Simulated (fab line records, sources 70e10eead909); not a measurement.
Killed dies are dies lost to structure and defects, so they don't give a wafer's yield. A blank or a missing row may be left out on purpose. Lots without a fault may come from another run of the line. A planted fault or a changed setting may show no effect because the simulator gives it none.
Which tool did it? | flow nand_harc | 12 lots, 36 wafers sampled, at 4 steps of a route of 1302

WHAT THE GAUGES READ, wafer by wafer
NHARC_P_GATE_CD_MEAS_33.
lot  | measured     | on        | cd_nm (nm)
L075 | day 5 10:27  | cd_sem-02 | 120.8 119.7 121.5
L077 | day 6 14:04  | cd_sem-03 | 119.8 120.5 118.0
L079 | day 6 23:46  | cd_sem-01 | 117.5 120.0 118.6
L081 | day 7 21:16  | cd_sem-02 | 120.5 121.3 118.5
L083 | day 8 20:39  | cd_sem-02 | 119.2 117.9 122.9
L085 | day 9 14:44  | cd_sem-03 | 121.1 121.0 120.3
L087 | day 10 07:57 | cd_sem-01 | 119.1 118.6 117.4
L089 | day 11 04:13 | cd_sem-03 | 117.8 124.1 119.7
L091 | day 11 22:42 | cd_sem-02 | 120.2 121.8 119.9
L093 | day 12 21:22 | cd_sem-02 | 120.3 118.9 120.0
L095 | day 13 14:39 | cd_sem-02 | 118.4 117.5 122.1
L097 | day 14 19:14 | cd_sem-01 | 117.6 120.3 122.2

WHICH TOOL RAN EACH LOT (tool, then ch and the chambers of the sampled wafers, then the start)
lot  | NHARC_P_ZERO_WELL_DESCUM_13        | NHARC_P_ZERO_WELL_ETCH_65          | NHARC_P_GATE_ETCH_32
L075 | rie_diel-04 ch 0,1,2, day 2 07:17  | rie_diel-04 ch 1,3, day 2 07:22    | rie_si-04 ch 0,3, day 5 10:07
L077 | rie_diel-03 ch 1,2,3, day 3 03:25  | rie_diel-03 ch 0,1, day 3 03:29    | rie_si-04 ch 0,2,3, day 6 13:43
L079 | rie_diel-03 ch 0,3, day 3 23:23    | rie_diel-03 ch 0,1, day 3 23:29    | rie_si-01 ch 2,3, day 6 23:25
L081 | rie_diel-10 ch 0,1,2, day 4 19:25  | rie_diel-10 ch 0,2, day 4 19:31    | rie_si-04 ch 0,1,3, day 7 20:56
L083 | rie_diel-04 ch 0,1,2, day 5 15:16  | rie_diel-04 ch 0,1,2, day 5 15:21  | rie_si-02 ch 0,1,3, day 8 20:20
L085 | rie_diel-04 ch 1,2, day 6 11:16    | rie_diel-04 ch 2,3, day 6 11:21    | rie_si-01 ch 0,1, day 9 14:24
L087 | rie_diel-04 ch 1,2,3, day 7 07:23  | rie_diel-04 ch 1,2,3, day 7 07:28  | rie_si-01 ch 0,1,3, day 10 07:37
L089 | rie_diel-10 ch 0,1, day 8 03:24    | rie_diel-10 ch 0,1,2, day 8 03:29  | rie_si-02 ch 0,3, day 11 03:51
L091 | rie_diel-03 ch 1,2,3, day 8 23:29  | rie_diel-03 ch 1,2, day 8 23:34    | rie_si-01 ch 0,1,3, day 11 22:23
L093 | rie_diel-03 ch 0,3, day 9 19:39    | rie_diel-03 ch 0,2, day 9 20:34    | rie_si-01 ch 0,2, day 12 21:02
L095 | rie_diel-04 ch 0,1,3, day 10 15:17 | rie_diel-04 ch 0,1, day 10 15:22   | rie_si-02 ch 0,1,2, day 13 14:19
L097 | rie_diel-10 ch 0,1,3, day 11 11:38 | rie_diel-10 ch 0,1,3, day 11 11:53 | rie_si-04 ch 1,2,3, day 14 18:53
- NHARC_P_ZERO_WELL_DESCUM_13: chemistry O2, time 3 s.
- NHARC_P_ZERO_WELL_ETCH_65: etches the open film in N2/H2, target depth 80 nm, overetch 24 nm, time 87.88 s.
- NHARC_P_GATE_ETCH_32: etches the open film in HBr/Cl2, target depth 150 nm, time 100.1 s.

THE ANSWER, worked out from the rows above alone
Rule: what is usual is taken from the lots themselves. Put in order of their means at a reading, lots are off if they are a third of the lots or fewer, leave a main group of 4 or more, and stand apart from it by a gap of 3 or more times the standard deviation of the main group's means; of several such gaps the widest counts. A main group whose means are all the same, to the digits that the tables above print for the reading, isn't used. A lot without any number at a reading at which 4 lots or more have one is off too. The other lots that the step has rows for count as sound.
No lot is off at any reading shown: from this, nothing can be told.

WHAT THE SIMULATOR HAD PUT IN
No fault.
